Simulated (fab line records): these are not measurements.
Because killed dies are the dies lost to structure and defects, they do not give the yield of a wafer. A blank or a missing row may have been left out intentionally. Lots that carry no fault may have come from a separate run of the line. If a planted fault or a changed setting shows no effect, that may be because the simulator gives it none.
The tool behind it: which one? -- flow nand-harc -- 24 lots with 72 wafers sampled at 4 steps, on a route of 1159 steps

== WHAT THE GAUGES READ, wafer by wafer ==
NHARC_P_M0_THK_MEAS_24: measures by xrf.
lot,measured,on,thk-nm (nm)
L074,day 5 22:45,film-metro-01,114.4 116.0 115.5
L075,day 6 12:32,film-metro-01,117.7 118.4 116.7
L077,day 6 14:32,film-metro-02,117.6 116.7 117.3
L076,day 6 14:44,film-metro-01,116.5 115.6 116.8
L078,day 7 00:20,film-metro-02,116.8 117.4 115.9
L079,day 7 12:52,film-metro-01,117.1 117.6 113.3
L080,day 7 18:04,film-metro-01,116.4 117.4 118.4
L081,day 7 18:23,film-metro-02,119.9 116.8 116.6
L082,day 7 22:52,film-metro-02,117.6 116.7 117.0
L084,day 8 04:03,film-metro-01,113.0 117.5 118.7
L083,day 8 07:56,film-metro-01,117.6 118.4 117.9
L086,day 9 05:14,film-metro-02,120.5 115.1 116.0
L087,day 9 06:14,film-metro-02,117.0 116.4 118.0
L085,day 9 06:32,film-metro-01,114.8 118.3 113.8
L088,day 9 15:59,film-metro-02,116.8 117.8 118.2
L089,day 9 22:05,film-metro-02,116.3 118.0 116.7
L091,day 10 03:26,film-metro-01,114.1 115.5 114.6
L090,day 10 04:46,film-metro-01,116.2 117.6 115.9
L092,day 10 10:03,film-metro-02,117.8 118.9 118.2
L094,day 10 15:29,film-metro-01,118.2 117.2 117.3
L093,day 10 17:10,film-metro-02,118.6 116.6 116.2
L095,day 11 03:35,film-metro-02,117.7 119.3 118.9
L097,day 11 17:36,film-metro-01,115.1 119.0 117.8
L096,day 11 18:23,film-metro-01,115.9 116.0 115.7

NHARC_P_M1_OVL_MEAS_10: pitch 260 nm.
lot,measured,on,overlay-x-nm (nm),overlay-y-nm (nm)
L074,day 6 00:22,overlay-01,1.1 0.3 0.6,-1.1 -1.1 -1.0
L075,day 6 14:10,overlay-01,0.8 0.8 0.2,-0.8 -0.4 -0.4
L077,day 6 16:10,overlay-01,0.9 1.2 0.1,-0.4 -0.6 -0.5
L076,day 6 16:22,overlay-02,0.1 0.0 0.4,0.7 0.5 0.2
L078,day 7 02:06,overlay-01,0.8 -0.1 0.2,0.6 0.5 -0.1
L079,day 7 14:38,overlay-01,-1.4 -1.8 -1.7,0.4 0.8 -0.2
L080,day 7 19:41,overlay-02,0.4 0.6 0.4,0.2 -0.2 -0.3
L081,day 7 20:02,overlay-02,-0.6 -0.4 0.3,2.2 1.8 1.8
L082,day 8 00:31,overlay-01,1.7 1.4 0.8,-0.7 -0.4 -0.8
L084,day 8 05:41,overlay-01,-0.2 -0.1 0.0,0.1 -0.1 -0.1
L083,day 8 09:35,overlay-01,0.3 0.2 0.2,-0.1 0.4 -0.3
L086,day 9 06:49,overlay-01,-0.5 -0.1 -0.1,0.3 0.5 0.3
L087,day 9 07:57,overlay-02,-1.0 -0.4 -1.3,-0.7 -0.2 0.2
L085,day 9 08:02,overlay-02,-1.0 -0.7 -0.7,0.2 0.1 0.5
L088,day 9 17:36,overlay-02,-1.5 -0.7 -0.9,0.9 1.0 0.8
L089,day 9 23:35,overlay-02,0.5 1.0 0.3,1.3 1.3 1.1
L091,day 10 05:13,overlay-01,-0.1 -0.5 0.1,-0.5 -0.8 -0.8
L090,day 10 06:49,overlay-01,-1.6 -0.9 -1.3,-0.9 -0.6 -1.3
L092,day 10 11:41,overlay-02,0.9 1.0 0.7,-1.4 -1.0 -0.7
L094,day 10 17:07,overlay-02,-0.2 0.0 0.1,0.2 -0.7 0.4
L093,day 10 18:52,overlay-01,-1.0 -1.2 -1.5,-0.8 -1.1 -1.1
L095,day 11 05:14,overlay-02,0.0 -0.1 -0.4,1.2 1.1 1.4
L097,day 11 19:24,overlay-02,-0.5 -0.4 -0.9,-0.7 -0.7 -0.7
L096,day 11 20:01,overlay-01,-0.8 -0.6 -0.8,0.7 0.4 0.2

== TOOL THAT RAN EACH LOT (tool first, then ch and the chambers of the sampled wafers, then the start) ==
lot,NHARC_P_CONTACT_PVD_32,NHARC_P_M0_PRE_CLEAN_31
L074,"pvd-sputter-02, day 5 22:45 or earlier","pecvd-01 ch 1,2, day 5 22:59"
L075,"pvd-sputter-03, day 6 12:32 or earlier","pecvd-03 ch 0,2, day 6 12:45"
L077,"pvd-sputter-02, day 6 14:32 or earlier","pecvd-02 ch 0,2, day 6 14:46"
L076,"pvd-sputter-01, day 6 14:44 or earlier","pecvd-01 ch 0,2, day 6 14:57"
L078,"pvd-sputter-02, day 7 00:20 or earlier","pecvd-01 ch 0,1, day 7 00:39"
L079,"pvd-sputter-03, day 7 12:52 or earlier","pecvd-03 ch 0,1,2, day 7 13:06"
L080,"pvd-sputter-03, day 7 18:04 or earlier","pecvd-03 ch 0,1,2, day 7 18:20"
L081,"pvd-sputter-03, day 7 18:23 or earlier","pecvd-03 ch 0,1, day 7 18:38"
L082,"pvd-sputter-02, day 7 22:52 or earlier","pecvd-03 ch 0,1,2, day 7 23:07"
L084,"pvd-sputter-03, day 8 04:03 or earlier","pecvd-01 ch 0,1,2, day 8 04:18"
L083,"pvd-sputter-03, day 8 07:56 or earlier","pecvd-01 ch 0,1, day 8 08:10"
L086,"pvd-sputter-02, day 9 05:14 or earlier","pecvd-03 ch 0,1,2, day 9 05:34"
L087,"pvd-sputter-01, day 9 06:14 or earlier","pecvd-03 ch 0,1,2, day 9 06:43"
L085,"pvd-sputter-02, day 9 06:32 or earlier","pecvd-02 ch 1,2, day 9 06:46"
L088,"pvd-sputter-03, day 9 15:59 or earlier","pecvd-02 ch 0,1, day 9 16:13"
L089,"pvd-sputter-01, day 9 22:05 or earlier","pecvd-02 ch 0,1,2, day 9 22:19"
L091,"pvd-sputter-02, day 10 03:26 or earlier","pecvd-02 ch 0,1,2, day 10 03:43"
L090,"pvd-sputter-01, day 10 04:46 or earlier","pecvd-03 ch 0,2, day 10 05:03"
L092,"pvd-sputter-03, day 10 10:03 or earlier","pecvd-03 ch 0,1,2, day 10 10:16"
L094,"pvd-sputter-01, day 10 15:29 or earlier","pecvd-03 ch 0,1,2, day 10 15:44"
L093,"pvd-sputter-02, day 10 17:10 or earlier","pecvd-01 ch 0,1, day 10 17:27"
L095,"pvd-sputter-01, day 11 03:35 or earlier","pecvd-03 ch 0,2, day 11 03:50"
L097,"pvd-sputter-02, day 11 17:36 or earlier","pecvd-01 ch 0,1,2, day 11 17:50"
L096,"pvd-sputter-02, day 11 18:23 or earlier","pecvd-01 ch 0,1, day 11 18:36"
- NHARC_P_CONTACT_PVD_32: deposits Ti, target thk 5 nm, time 17.7 s.
- NHARC_P_M0_PRE_CLEAN_31: time 12 s.

== WHAT THE TOOLS THEMSELVES READ (means of the sampled wafers that have a number; where no wafer has one, the mark that the record gives instead) ==
NHARC_P_CONTACT_PVD_32.
lot,tool,throttle-valve-pct (%)
L074,pvd-sputter-02,30.2
L075,pvd-sputter-03,30.9
L077,pvd-sputter-02,29.9
L076,pvd-sputter-01,29.8
L078,pvd-sputter-02,30.7
L079,pvd-sputter-03,31.8
L080,pvd-sputter-03,30.8
L081,pvd-sputter-03,32.0
L082,pvd-sputter-02,29.9
L084,pvd-sputter-03,30.7
L083,pvd-sputter-03,30.9
L086,pvd-sputter-02,30.4
L087,pvd-sputter-01,29.9
L085,pvd-sputter-02,29.2
L088,pvd-sputter-03,30.5
L089,pvd-sputter-01,29.3
L091,pvd-sputter-02,29.7
L090,pvd-sputter-01,29.8
L092,pvd-sputter-03,29.7
L094,pvd-sputter-01,29.5
L093,pvd-sputter-02,30.1
L095,pvd-sputter-01,29.9
L097,pvd-sputter-02,30.2
L096,pvd-sputter-02,30.3

NHARC_P_M0_PRE_CLEAN_31.
lot,tool,heater-power-w (W)
L074,pecvd-01,665
L075,pecvd-03,737
L077,pecvd-02,629
L076,pecvd-01,613
L078,pecvd-01,635
L079,pecvd-03,675
L080,pecvd-03,676
L081,pecvd-03,720
L082,pecvd-03,629
L084,pecvd-01,610
L083,pecvd-01,595
L086,pecvd-03,704
L087,pecvd-03,714
L085,pecvd-02,671
L088,pecvd-02,598
L089,pecvd-02,658
L091,pecvd-02,658
L090,pecvd-03,729
L092,pecvd-03,686
L094,pecvd-03,730
L093,pecvd-01,629
L095,pecvd-03,686
L097,pecvd-01,648
L096,pecvd-01,646

== THE ANSWER, worked out from the rows above alone ==
Rule: the usual values come from the lots themselves. Put in order of their means at a reading, lots are off if they are a third of the lots or fewer, leave a main group of 4 or more, and stand apart from it by a gap of 3 or more times the standard deviation of the main group's means; of several such gaps the widest counts. A main group whose means are all the same, to the digits that the tables above print for the reading, isn't used. A lot without any number at a reading at which 4 lots or more have one is off too. Any other lot the step has rows for is counted as sound. After the gauges, taken in route order, come the tools' own readings; for these a lot's mean is taken, as printed above. The first step at which some lot is off is used, and at that step the reading that is off furthest; a lot without a number counts as furthest.
No lot is off on any of the readings shown, so nothing can be concluded from this.

== WHAT HAD BEEN PUT IN BY THE SIMULATOR ==
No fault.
